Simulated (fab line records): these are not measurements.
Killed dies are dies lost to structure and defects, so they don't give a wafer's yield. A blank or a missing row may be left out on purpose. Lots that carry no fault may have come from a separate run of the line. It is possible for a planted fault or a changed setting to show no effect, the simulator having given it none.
fab line records	flow n5_finfet
record: lots: 24	wafers: 72	last_day: 18
route steps=1938 shown BEOL_M3@981
lots that met no fault: taken from a fault-free run of the same line
start_h: the number of hours between the record's first day and the start of the first shown wafer of the lot	wait_h: hours since the lot's step before	" the same as in the row above	L1.1+2: a row that stands for several wafers	- value missing, or start not given	* or withheld: withheld	< > ~ a bound
route shown NAME@n: a module of which the file shows steps, and the number in the route of the first	usual: mean/standard deviation taken from wafers without a fault	same: alike in all rows	chamber/n: place in a boat	sites: the reading at each site	_std_site: the values' standard deviation	_edge_site: mean of outer sites minus mean of inner sites	radius_mm: for every site, how far away it sits from the centre of the wafer	mask NAME#n: copy n	behind: tool/chamber where the wafer was last shaped	hold: why the lot was held/for how many hours/how that ended	device: names the non-switching transistor (n, p or np)	end of line: the tests these same wafers got at the end of their route	for a step that has no rows: nothing shown but its recipe	killed: the dies lost at the first sort to structure and to defects; this is not the yield of the wafer	map: a wafer's dies, marking killed ones x, the rest . and places with no die _
set.NAME: setting as actually run; set.NAME@STEP: the setting as run at that earlier step	model.NAME: the simulator's own value behind a step, which no gauge read
the route's steps for a sample of lots (tables are steps, rows are wafers)
services: when a tool's chamber went out of use (start_h, in hours from the record's first day, below 0 if earlier), for how many hours, and the reason
== steps ==
step: N5_BEOL_M3_ETCH_41
recipe: chemistry: CH3F/O2	target: SiCN	target_depth_a: 299	taper_deg: 2	time_s: 52.5	ion_energy_ev: 120	mask_material: TiN	pressure_mtorr: 30	source_w: 395	bias_w: 75	Ar_flow_sccm: 150	CH3F_flow_sccm: 30	O2_flow_sccm: 20
usual: O2_flow_sccm: 20.00/0.059	chamber_pressure_mTorr: 29.999/0.028	drypump_motor_current_A: 5.9/0.54	mfc_ar_sccm: 150.0/0.47	oes_product_au: 0.77/0.095	rf_vpp_V: 297.2/1.6	showerhead_plenum_p_Torr: 2.00/0.073	throttle_valve_pct: 16.39/0.29
same: time_s: 52.5
lot.wafer	tool	chamber	start_h	wait_h	O2_flow_sccm	chamber_pressure_mTorr	drypump_motor_current_A	mfc_ar_sccm	oes_product_au	rf_hours_counter_h	rf_vpp_V	showerhead_plenum_p_Torr	throttle_valve_pct
L075.2	rie_diel-01	3	-	-	19.88	29.978	6.6	149.6	0.75	158	299.4	2.09	16.59
L075.4	"	1	"	"	19.93	29.991	6.6	150.6	0.69	214	296.0	1.90	16.11
L075.6	"	3	"	"	20.03	29.965	6.6	150.2	0.75	-	299.9	2.09	16.58
L074.3	rie_diel-02	0	-	-	19.97	29.997	5.3	149.6	0.86	27	296.1	1.96	16.17
L074.5	"	0	"	"	20.05	29.981	5.2	149.9	0.86	-	295.8	1.96	16.16
L074.6	"	3	"	"	19.97	29.973	5.5	150.6	0.88	-	301.1	2.14	16.11
L076.1	rie_diel-01	1	-	-	20.04	29.993	6.6	150.1	0.71	216	294.6	1.90	16.10
L076.4	"	3	"	"	20.01	30.021	6.6	149.4	0.75	161	299.2	2.09	16.58
L076.5	"	2	"	"	19.93	29.979	5.7	150.2	0.72	-	296.1	1.98	16.79
L077.1	rie_diel-01	2	-	-	19.94	30.015	5.7	149.6	0.72	231	297.1	1.97	16.79
L077.4	"	0	"	"	20.11	30.016	5.5	149.5	0.90	24	297.7	2.04	16.01
L077.6	"	1	"	"	20.06	29.990	6.6	150.3	0.69	-	297.1	1.90	16.11
L078.1	rie_diel-02	2	-	-	20.00	29.938	5.6	149.8	0.71	218	294.3	1.88	16.27
L078.5	"	0	"	"	19.99	30.027	5.2	150.6	0.83	-	295.9	1.96	16.19
L078.6	"	1	"	"	19.92	29.997	6.2	149.8	0.74	-	296.3	2.00	16.36
L079.1	rie_diel-01	3	-	-	19.95	29.989	6.6	150.1	0.74	167	299.3	2.09	16.60
L079.2	"	2	"	"	20.05	30.020	5.7	149.6	0.73	233	296.1	1.97	16.80
L079.3	"	1	"	"	20.09	30.007	6.6	150.6	0.69	223	295.0	1.90	16.12
L080.1	rie_diel-03	0	-	-	19.87	30.030	5.6	149.8	0.72	223	298.3	2.07	16.85
L080.3	"	1	"	"	19.89	30.013	5.7	149.6	0.75	185	296.2	1.91	16.53
L080.6	"	0	"	"	19.96	30.044	5.6	150.7	0.72	-	299.1	2.07	16.87
L081.1	rie_diel-01	0	-	-	19.98	30.009	5.6	150.1	0.89	32	297.8	2.03	16.04
L081.2	"	3	"	"	19.93	29.958	6.6	149.5	0.74	174	299.4	2.09	16.61
L081.5	"	2	"	"	20.05	30.053	5.7	148.8	0.71	-	296.4	1.97	16.80
L083.2	rie_diel-01	0	-	-	19.99	30.000	5.5	149.9	0.88	32	297.7	2.03	16.02
L083.4	"	3	"	"	19.98	30.004	6.6	150.5	0.73	174	297.7	2.09	16.59
L083.6	"	0	"	"	19.98	30.023	5.5	150.4	0.87	-	297.8	2.03	16.04
L082.3	rie_diel-01	0	-	-	20.04	29.990	5.5	149.2	0.89	32	297.6	2.03	16.03
L082.4	"	3	"	"	20.00	30.008	6.6	150.1	0.74	175	299.0	2.09	16.60
L082.6	"	1	"	"	20.06	29.989	6.6	149.7	0.68	-	295.5	1.90	16.11
L084.2	rie_diel-01	1	-	-	19.99	30.032	6.6	150.5	0.69	232	294.3	1.90	16.13
L084.3	"	0	"	"	19.91	30.015	5.6	151.0	0.88	35	298.3	2.03	16.04
L084.4	"	3	"	"	19.94	30.070	6.6	150.2	0.73	177	299.1	2.09	16.60
L086.2	rie_diel-01	1	-	-	20.03	30.002	6.5	151.4	0.69	237	296.1	1.89	16.15
L086.3	"	0	"	"	19.99	30.007	5.6	150.5	0.87	39	299.3	2.03	16.05
L086.5	"	3	"	"	19.98	29.969	6.6	149.9	0.72	-	297.9	2.08	16.64
L087.1	rie_diel-02	0	-	-	20.09	30.002	5.2	150.4	0.82	46	295.6	1.95	16.20
L087.4	"	2	"	"	20.10	30.012	5.6	149.9	0.71	227	294.6	1.88	16.30
L087.5	"	1	"	"	20.03	30.009	6.2	149.9	0.73	-	297.1	2.00	16.37
L085.1	rie_diel-03	1	-	-	20.06	29.983	5.7	149.8	0.74	198	295.1	1.90	16.57
L085.2	"	2	"	"	19.94	30.017	5.3	149.5	0.69	245	297.0	2.05	16.64
L085.5	"	1	"	"	19.94	30.032	5.7	150.4	0.74	-	294.4	1.90	16.56
L088.2	rie_diel-03	2	-	-	20.01	29.980	5.3	150.4	0.70	246	298.0	2.05	16.62
L088.4	"	1	"	"	20.06	29.938	5.7	149.3	0.74	199	294.4	1.90	16.57
L088.5	"	3	"	"	19.95	29.951	5.1	149.2	0.72	-	296.7	1.95	16.43
L089.1	rie_diel-01	1	-	-	19.93	29.974	6.6	150.0	0.68	246	294.5	1.89	16.16
L089.5	"	1	"	"	19.95	30.006	6.6	149.7	0.68	-	295.9	1.89	16.15
L089.6	"	0	"	"	19.99	30.015	5.5	149.9	0.85	-	298.3	2.03	16.07
L090.3	rie_diel-01	3	-	-	20.00	30.032	6.6	149.7	0.72	190	298.6	2.08	16.63
L090.4	"	1	"	"	19.92	30.042	6.6	149.5	0.67	-	294.5	1.89	16.16
L090.6	"	3	"	"	20.02	29.992	6.6	149.5	0.72	-	296.4	2.08	16.63
L091.1	rie_diel-01	3	-	-	19.99	29.989	6.6	150.4	0.73	193	298.1	2.08	16.65
L091.5	"	3	"	"	19.93	29.979	6.6	149.7	0.72	-	297.9	2.08	16.64
L091.6	"	0	"	"	20.01	30.015	5.5	150.3	0.85	-	297.7	2.03	16.06
L093.1	rie_diel-03	3	-	-	20.00	30.070	5.1	149.8	0.71	227	297.1	1.95	16.45
L093.4	"	0	"	"	20.06	29.996	5.7	149.5	0.70	248	297.8	2.07	16.91
L093.6	"	3	"	"	19.87	30.003	5.1	149.5	0.71	-	296.6	1.95	16.46
L092.1	rie_diel-03	2	-	-	20.02	29.961	5.3	150.9	0.99	4	297.6	2.05	16.12
L092.3	"	3	"	"	20.07	29.981	5.0	149.5	0.71	230	295.7	1.95	16.45
L092.4	"	3	"	"	20.06	30.059	5.1	149.6	0.72	-	297.0	1.95	16.47
L094.2	rie_diel-01	2	-	-	20.00	29.989	5.7	149.3	1.00	2	296.7	1.97	16.34
L094.4	"	0	"	"	19.98	29.934	5.6	149.3	0.83	-	298.3	2.02	16.07
L094.5	"	3	"	"	19.97	30.013	6.6	150.5	0.70	-	298.8	2.08	16.67
L095.3	rie_diel-03	1	-	-	19.92	30.007	5.7	150.8	0.74	217	296.6	1.90	16.61
L095.5	"	3	"	"	19.97	29.944	5.1	150.4	0.71	-	296.5	1.95	16.47
L095.6	"	2	"	"	20.00	29.997	5.3	150.1	0.98	-	296.5	2.05	16.13
L096.1	rie_diel-03	1	-	-	20.02	30.047	5.7	150.8	0.72	221	295.2	1.90	16.60
L096.4	"	0	"	"	19.97	29.992	5.7	150.0	1.00	4	298.9	2.06	16.39
L096.5	"	3	"	"	20.02	30.012	5.0	149.8	0.71	-	295.8	1.95	16.48
L097.1	rie_diel-01	1	-	-	20.00	29.965	6.6	150.9	0.97	4	299.2	2.14	15.75
L097.5	"	1	"	"	20.02	30.012	6.6	150.1	0.97	-	302.1	2.14	15.75
L097.6	"	2	"	"	19.98	30.000	5.7	149.9	0.95	-	296.2	1.96	16.36
step: N5_BEOL_M3_PRE_CLEAN_45
recipe: gas: H2/He	time_s: 30	temp_c: 250
usual: heater_power_w: 328/27
same: time_s: 30
lot.wafer	tool	chamber	start_h	wait_h	heater_power_w
L075.2	pvd_sputter-01	-	148.23	0.0	343
L075.4	"	-	"	"	295
L075.6	"	-	"	"	280
L074.3	pvd_sputter-02	-	148.30	0.0	316
L074.5	"	-	"	"	378
L074.6	"	-	"	"	350
L076.1	pvd_sputter-02	-	154.46	0.0	363
L076.4	"	-	"	"	330
L076.5	"	-	"	"	392
L077.1	pvd_sputter-01	-	170.99	0.0	280
L077.4	"	-	"	"	329
L077.6	"	-	"	"	342
L078.1	pvd_sputter-01	-	174.53	0.0	341
L078.5	"	-	"	"	293
L078.6	"	-	"	"	322
L079.1	pvd_sputter-02	-	179.60	0.0	326
L079.2	"	-	"	"	378
L079.3	"	-	"	"	330
L080.1	pvd_sputter-01	-	186.88	0.0	298
L080.3	"	-	"	"	346
L080.6	"	-	"	"	295
L081.1	pvd_sputter-03	-	196.66	0.0	355
L081.2	"	-	"	"	297
L081.5	"	-	"	"	365
L083.2	pvd_sputter-03	-	199.28	0.0	307
L083.4	"	-	"	"	348
L083.6	"	-	"	"	350
L082.3	pvd_sputter-03	-	199.44	0.0	304
L082.4	"	-	"	"	347
L082.6	"	-	"	"	353
L084.2	pvd_sputter-03	-	206.06	0.0	359
L084.3	"	-	"	"	339
L084.4	"	-	"	"	305
L086.2	pvd_sputter-02	-	217.38	0.0	336
L086.3	"	-	"	"	317
L086.5	"	-	"	"	330
L087.1	pvd_sputter-03	-	225.51	0.0	307
L087.4	"	-	"	"	303
L087.5	"	-	"	"	305
L085.1	pvd_sputter-03	-	228.83	0.0	344
L085.2	"	-	"	"	354
L085.5	"	-	"	"	341
L088.2	pvd_sputter-01	-	231.45	0.0	277
L088.4	"	-	"	"	294
L088.5	"	-	"	"	337
L089.1	pvd_sputter-03	-	242.09	0.0	303
L089.5	"	-	"	"	354
L089.6	"	-	"	"	308
L090.3	pvd_sputter-01	-	243.83	0.0	298
L090.4	"	-	"	"	284
L090.6	"	-	"	"	348
L091.1	pvd_sputter-03	-	252.56	0.0	340
L091.5	"	-	"	"	348
L091.6	"	-	"	"	292
L093.1	pvd_sputter-03	-	266.04	0.0	300
L093.4	"	-	"	"	347
L093.6	"	-	"	"	358
L094.2	pvd_sputter-03	-	278.28	0.0	346
L094.4	"	-	"	"	355
L094.5	"	-	"	"	359
L092.1	pvd_sputter-03	-	278.36	0.0	349
L092.3	"	-	"	"	303
L092.4	"	-	"	"	309
L095.3	pvd_sputter-01	-	285.79	0.0	299
L095.5	"	-	"	"	330
L095.6	"	-	"	"	292
L096.1	pvd_sputter-01	-	299.09	0.0	344
L096.4	"	-	"	"	294
L096.5	"	-	"	"	334
L097.1	pvd_sputter-03	-	306.15	0.0	350
L097.5	"	-	"	"	307
L097.6	"	-	"	"	309
step: N5_BEOL_M3_ALD_84
recipe: material: TaN	target_thk_a: *	temp_c: 275	ald_precursor_family: PDMAT	ald_co_reactant: NH3	pressure_torr: 3	carrier_flow_sccm: 1500	pulse_time_s: 2	purge_time_s: 3	co_reactant_purge_time_s: 2	co_reactant_pulse_time_s: 3	ald_cycles: 30	precursor_vessel_temp_c: 75	precursor_vessel_pressure_torr: 26.25	precursor_vessel_carrier_sccm: 1000
usual: heater_power_w: 437/49
lot.wafer	tool	chamber	start_h	wait_h	heater_power_w
L075.2	ald_metal-01	0	148.29	0.0	403
L075.4	"	3	"	"	412
L075.6	"	3	"	"	433
L074.3	ald_metal-04	1	148.37	0.1	450
L074.5	"	1	"	"	453
L074.6	"	0	"	"	405
L076.1	ald_metal-02	2	154.61	0.1	350
L076.4	"	1	"	"	480
L076.5	"	2	"	"	368
L077.1	ald_metal-04	0	171.19	0.2	406
L077.4	"	3	"	"	508
L077.6	"	1	"	"	444
L078.1	ald_metal-01	0	174.59	0.0	421
L078.5	"	3	"	"	417
L078.6	"	2	"	"	510
L079.1	ald_metal-02	2	179.66	0.0	367
L079.2	"	0	"	"	465
L079.3	"	3	"	"	357
L080.1	ald_metal-01	2	186.96	0.1	514
L080.3	"	1	"	"	416
L080.6	"	3	"	"	426
L081.1	ald_metal-02	1	196.80	0.1	464
L081.2	"	0	"	"	464
L081.5	"	0	"	"	463
L083.2	ald_metal-04	3	199.36	0.1	492
L083.4	"	0	"	"	396
L083.6	"	3	"	"	498
L082.3	ald_metal-04	1	199.56	0.1	454
L082.4	"	2	"	"	485
L082.6	"	3	"	"	502
L084.2	ald_metal-04	1	206.12	0.0	449
L084.3	"	3	"	"	478
L084.4	"	2	"	"	481
L086.2	ald_metal-04	3	217.46	0.1	495
L086.3	"	2	"	"	500
L086.5	"	0	"	"	407
L087.1	ald_metal-02	1	225.57	0.0	469
L087.4	"	0	"	"	459
L087.5	"	0	"	"	462
L085.1	ald_metal-04	3	228.89	0.0	505
L085.2	"	2	"	"	489
L085.5	"	0	"	"	405
L088.2	ald_metal-01	3	231.51	0.0	423
L088.4	"	0	"	"	415
L088.5	"	0	"	"	408
L089.1	ald_metal-01	2	242.15	0.0	508
L089.5	"	3	"	"	409
L089.6	"	0	"	"	408
L090.3	ald_metal-02	0	243.92	0.1	454
L090.4	"	1	"	"	470
L090.6	"	1	"	"	458
L091.1	ald_metal-01	2	252.72	0.1	506
L091.5	"	2	"	"	513
L091.6	"	3	"	"	414
L093.1	ald_metal-04	1	266.10	0.0	439
L093.4	"	1	"	"	451
L093.6	"	2	"	"	488
L094.2	ald_metal-02	0	278.34	0.0	462
L094.4	"	2	"	"	359
L094.5	"	2	"	"	349
L092.1	ald_metal-04	3	278.42	0.0	501
L092.3	"	1	"	"	442
L092.4	"	2	"	"	478
L095.3	ald_metal-01	3	286.08	0.3	421
L095.5	"	3	"	"	412
L095.6	"	0	"	"	405
L096.1	ald_metal-02	3	299.21	0.1	354
L096.4	"	1	"	"	451
L096.5	"	3	"	"	348
L097.1	ald_metal-02	3	306.21	0.0	360
L097.5	"	0	"	"	451
L097.6	"	3	"	"	366
step: N5_BEOL_M3_SPUTTER_79
recipe: material: Cu	target_thk_a: 45	temp_c: -20	chamber_pressure_pa: 0.07	power_w: withheld	time_s: 8.29
usual: throttle_valve_pct: 29.8/0.99
same: time_s: 8.29
lot.wafer	tool	chamber	start_h	wait_h	throttle_valve_pct
L075.2	pvd_sputter-02	-	149.22	0.1	28.6
L075.4	"	-	"	"	27.9
L075.6	"	-	"	"	31.0
L074.3	pvd_sputter-01	-	150.71	0.1	29.5
L074.5	"	-	"	"	30.1
L074.6	"	-	"	"	30.5
L076.1	pvd_sputter-02	-	155.73	0.1	31.4
L076.4	"	-	"	"	28.4
L076.5	"	-	"	"	28.3
L077.1	pvd_sputter-02	-	172.64	0.1	30.0
L077.4	"	-	"	"	28.5
L077.6	"	-	"	"	29.9
L078.1	pvd_sputter-01	-	175.43	0.1	29.3
L078.5	"	-	"	"	30.4
L078.6	"	-	"	"	29.2
L079.1	pvd_sputter-02	-	180.36	0.1	30.0
L079.2	"	-	"	"	31.4
L079.3	"	-	"	"	28.1
L080.1	pvd_sputter-02	-	187.80	0.1	30.1
L080.3	"	-	"	"	28.2
L080.6	"	-	"	"	28.5
L081.1	pvd_sputter-03	-	197.58	0.1	31.0
L081.2	"	-	"	"	30.0
L081.5	"	-	"	"	30.0
L083.2	pvd_sputter-02	-	200.31	0.1	27.9
L083.4	"	-	"	"	28.3
L083.6	"	-	"	"	28.1
L082.3	pvd_sputter-01	-	202.29	0.1	30.2
L082.4	"	-	"	"	29.5
L082.6	"	-	"	"	30.3
L084.2	pvd_sputter-03	-	206.81	0.1	31.1
L084.3	"	-	"	"	31.0
L084.4	"	-	"	"	29.8
L086.2	pvd_sputter-01	-	218.93	0.1	30.1
L086.3	"	-	"	"	29.5
L086.5	"	-	"	"	30.4
L087.1	pvd_sputter-03	-	226.61	0.1	29.8
L087.4	"	-	"	"	31.4
L087.5	"	-	"	"	30.9
L085.1	pvd_sputter-01	-	229.79	0.1	30.2
L085.2	"	-	"	"	29.0
L085.5	"	-	"	"	30.4
L088.2	pvd_sputter-03	-	232.31	0.1	28.9
L088.4	"	-	"	"	30.7
L088.5	"	-	"	"	29.0
L089.1	pvd_sputter-02	-	243.11	0.1	31.3
L089.5	"	-	"	"	29.9
L089.6	"	-	"	"	27.9
L090.3	pvd_sputter-01	-	244.77	0.1	29.1
L090.4	"	-	"	"	29.4
L090.6	"	-	"	"	29.2
L091.1	pvd_sputter-01	-	253.59	0.1	30.5
L091.5	"	-	"	"	30.3
L091.6	"	-	"	"	30.6
L093.1	pvd_sputter-03	-	266.86	0.1	30.0
L093.4	"	-	"	"	30.6
L093.6	"	-	"	"	31.0
L094.2	pvd_sputter-01	-	279.10	0.1	30.5
L094.4	"	-	"	"	30.2
L094.5	"	-	"	"	30.2
L092.1	pvd_sputter-02	-	279.78	0.1	28.5
L092.3	"	-	"	"	28.1
L092.4	"	-	"	"	31.1
L095.3	pvd_sputter-03	-	287.75	0.1	29.0
L095.5	"	-	"	"	30.8
L095.6	"	-	"	"	30.2
L096.1	pvd_sputter-03	-	300.10	0.1	31.4
L096.4	"	-	"	"	29.0
L096.5	"	-	"	"	30.0
L097.1	pvd_sputter-03	-	307.07	0.1	30.7
L097.5	"	-	"	"	31.3
L097.6	"	-	"	"	28.9
step: N5_BEOL_M3_SPUTTER_94
recipe: material: Cu	target_thk_a: 45	temp_c: -20	chamber_pressure_pa: 0.07	power_w: withheld	time_s: 8.29
usual: throttle_valve_pct: 29.8/1
same: time_s: 8.29
lot.wafer	tool	chamber	start_h	wait_h	throttle_valve_pct
L075.2	pvd_sputter-02	-	150.54	0.1	28.8
L075.4	"	-	"	"	28.0
L075.6	"	-	"	"	31.4
L074.3	pvd_sputter-01	-	152.03	0.1	29.3
L074.5	"	-	"	"	30.2
L074.6	"	-	"	"	30.4
L076.1	pvd_sputter-02	-	157.05	0.1	31.1
L076.4	"	-	"	"	28.6
L076.5	"	-	"	"	28.3
L077.1	pvd_sputter-02	-	173.96	0.1	30.0
L077.4	"	-	"	"	28.5
L077.6	"	-	"	"	29.9
L078.1	pvd_sputter-01	-	176.75	0.1	29.3
L078.5	"	-	"	"	30.5
L078.6	"	-	"	"	29.3
L079.1	pvd_sputter-02	-	181.68	0.1	29.9
L079.2	"	-	"	"	31.3
L079.3	"	-	"	"	27.8
L080.1	pvd_sputter-02	-	189.12	0.1	29.9
L080.3	"	-	"	"	28.0
L080.6	"	-	"	"	28.4
L081.1	pvd_sputter-03	-	198.90	0.1	31.2
L081.2	"	-	"	"	29.9
L081.5	"	-	"	"	30.1
L082.3	pvd_sputter-01	-	203.61	0.1	30.3
L082.4	"	-	"	"	29.5
L082.6	"	-	"	"	30.3
L083.2	pvd_sputter-02	-	205.47	0.1	27.8
L083.4	"	-	"	"	28.7
L083.6	"	-	"	"	28.1
L084.2	pvd_sputter-03	-	208.13	0.1	31.5
L084.3	"	-	"	"	31.1
L084.4	"	-	"	"	30.1
L086.2	pvd_sputter-01	-	220.25	0.1	30.3
L086.3	"	-	"	"	29.4
L086.5	"	-	"	"	30.3
L087.1	pvd_sputter-03	-	227.93	0.1	30.1
L087.4	"	-	"	"	31.5
L087.5	"	-	"	"	30.6
L085.1	pvd_sputter-01	-	231.11	0.1	30.4
L085.2	"	-	"	"	29.2
L085.5	"	-	"	"	30.3
L088.2	pvd_sputter-03	-	233.63	0.1	28.7
L088.4	"	-	"	"	30.8
L088.5	"	-	"	"	28.8
L089.1	pvd_sputter-02	-	244.43	0.1	31.3
L089.5	"	-	"	"	29.8
L089.6	"	-	"	"	28.5
L090.3	pvd_sputter-01	-	246.09	0.1	29.2
L090.4	"	-	"	"	29.5
L090.6	"	-	"	"	29.6
L091.1	pvd_sputter-01	-	254.91	0.1	30.3
L091.5	"	-	"	"	30.3
L091.6	"	-	"	"	30.3
L093.1	pvd_sputter-03	-	268.76	0.1	30.3
L093.4	"	-	"	"	30.7
L093.6	"	-	"	"	31.3
L094.2	pvd_sputter-01	-	280.42	0.1	30.4
L094.4	"	-	"	"	30.4
L094.5	"	-	"	"	30.3
L092.1	pvd_sputter-02	-	281.10	0.1	28.7
L092.3	"	-	"	"	27.8
L092.4	"	-	"	"	31.2
L095.3	pvd_sputter-03	-	289.07	0.1	28.9
L095.5	"	-	"	"	30.8
L095.6	"	-	"	"	29.9
L096.1	pvd_sputter-03	-	301.42	0.1	31.1
L096.4	"	-	"	"	28.9
L096.5	"	-	"	"	30.1
L097.1	pvd_sputter-03	-	308.39	0.1	30.9
L097.5	"	-	"	"	31.3
L097.6	"	-	"	"	28.8
step: N5_BEOL_M3_ANNEAL_51
recipe: temp_c: 225	time_s: 90	ambient: N2
usual: wafer_temp_C_max: 226.38/0.3
same: time_s: 90
lot.wafer	tool	chamber	start_h	wait_h	wafer_temp_C_max
L075.2	rtp_anneal-01	0	151.25	0.3	226.36
L075.4	"	0	"	"	226.12
L075.6	"	0	"	"	226.46
L074.3	rtp_anneal-01	0	152.63	0.2	226.45
L074.5	"	0	"	"	226.33
L074.6	"	0	"	"	226.20
L076.1	rtp_anneal-02	0	157.46	0.1	226.33
L076.4	"	0	"	"	226.62
L076.5	"	0	"	"	226.15
L077.1	rtp_anneal-02	0	174.74	0.4	226.41
L077.4	"	0	"	"	226.66
L077.6	"	0	"	"	226.90
L078.1	rtp_anneal-02	0	177.16	0.1	226.87
L078.5	"	0	"	"	226.52
L078.6	"	0	"	"	227.01
L079.1	rtp_anneal-01	0	182.09	0.1	226.73
L079.2	"	0	"	"	226.23
L079.3	"	0	"	"	226.12
L080.1	rtp_anneal-01	0	189.53	0.1	225.85
L080.3	"	0	"	"	226.23
L080.6	"	0	"	"	226.26
L081.1	rtp_anneal-01	0	199.35	0.1	226.48
L081.2	"	0	"	"	226.90
L081.5	"	0	"	"	226.19
L082.3	rtp_anneal-02	0	204.11	0.1	226.64
L082.4	"	0	"	"	226.67
L082.6	"	0	"	"	226.29
L083.2	rtp_anneal-01	0	205.99	0.2	225.92
L083.4	"	0	"	"	226.31
L083.6	"	0	"	"	226.50
L084.2	rtp_anneal-01	0	208.66	0.2	226.08
L084.3	"	0	"	"	226.24
L084.4	"	0	"	"	225.99
L086.2	rtp_anneal-01	0	220.72	0.1	225.75
L086.3	"	0	"	"	226.47
L086.5	"	0	"	"	226.03
L087.1	rtp_anneal-01	0	228.35	0.1	226.07
L087.4	"	0	"	"	226.14
L087.5	"	0	"	"	226.42
L085.1	rtp_anneal-02	0	231.52	0.1	226.14
L085.2	"	0	"	"	226.47
L085.5	"	0	"	"	226.18
L088.2	rtp_anneal-01	0	234.09	0.1	226.23
L088.4	"	0	"	"	226.00
L088.5	"	0	"	"	225.82
L089.1	rtp_anneal-02	0	245.06	0.3	226.06
L089.5	"	0	"	"	226.68
L089.6	"	0	"	"	226.20
L090.3	rtp_anneal-02	0	246.60	0.1	226.94
L090.4	"	0	"	"	226.59
L090.6	"	0	"	"	225.92
L091.1	rtp_anneal-01	0	255.33	0.1	226.13
L091.5	"	0	"	"	226.82
L091.6	"	0	"	"	226.30
L093.1	rtp_anneal-02	0	269.48	0.1	226.18
L093.4	"	0	"	"	226.84
L093.6	"	0	"	"	226.21
L094.2	rtp_anneal-02	0	280.88	0.1	226.34
L094.4	"	0	"	"	226.92
L094.5	"	0	"	"	226.46
L092.1	rtp_anneal-01	0	281.51	0.1	226.45
L092.3	"	0	"	"	226.17
L092.4	"	0	"	"	226.58
L095.3	rtp_anneal-02	0	289.57	0.1	226.75
L095.5	"	0	"	"	226.22
L095.6	"	0	"	"	226.36
L096.1	rtp_anneal-02	0	301.88	0.1	226.54
L096.4	"	0	"	"	226.72
L096.5	"	0	"	"	227.17
L097.1	rtp_anneal-02	0	308.81	0.1	226.04
L097.5	"	0	"	"	225.93
L097.6	"	0	"	"	226.49
== services ==
tool	chamber	start_h	hours	kind
ald_metal-04	-	124.50	0.8	repair
rtp_anneal-01	-	159.41	5.1	pm
ald_metal-01	-	161.44	8.7	pm
ald_metal-04	-	197.69	0.3	repair
rie_diel-02	-	204.96	14.6	pm
rie_diel-01	3	218.89	5.0	repair
rie_diel-02	0	225.17	5.2	repair
ald_metal-04	-	231.06	8.7	pm
rie_diel-01	2	237.75	12.4	repair
rie_diel-03	2	244.14	-	clean
rie_diel-03	2	244.14	-	consumable_replace:focus_ring
rie_diel-03	2	244.14	16.8	scheduled_down
rie_diel-03	2	244.14	16.8	vent_cycle
rie_diel-01	2	250.55	-	clean
rie_diel-01	2	250.55	-	consumable_replace:focus_ring
rie_diel-01	2	250.55	18.5	scheduled_down
rie_diel-01	2	250.55	18.5	vent_cycle
ald_metal-04	0	263.19	7.0	repair
rie_diel-01	1	269.04	-	clean
rie_diel-01	1	269.04	-	consumable_replace:focus_ring
rie_diel-01	1	269.04	-	consumable_replace:showerhead
rie_diel-01	1	269.04	21.5	scheduled_down
rie_diel-01	1	269.04	21.5	vent_cycle
rie_diel-02	2	301.04	12.7	repair
== key ==
fault none
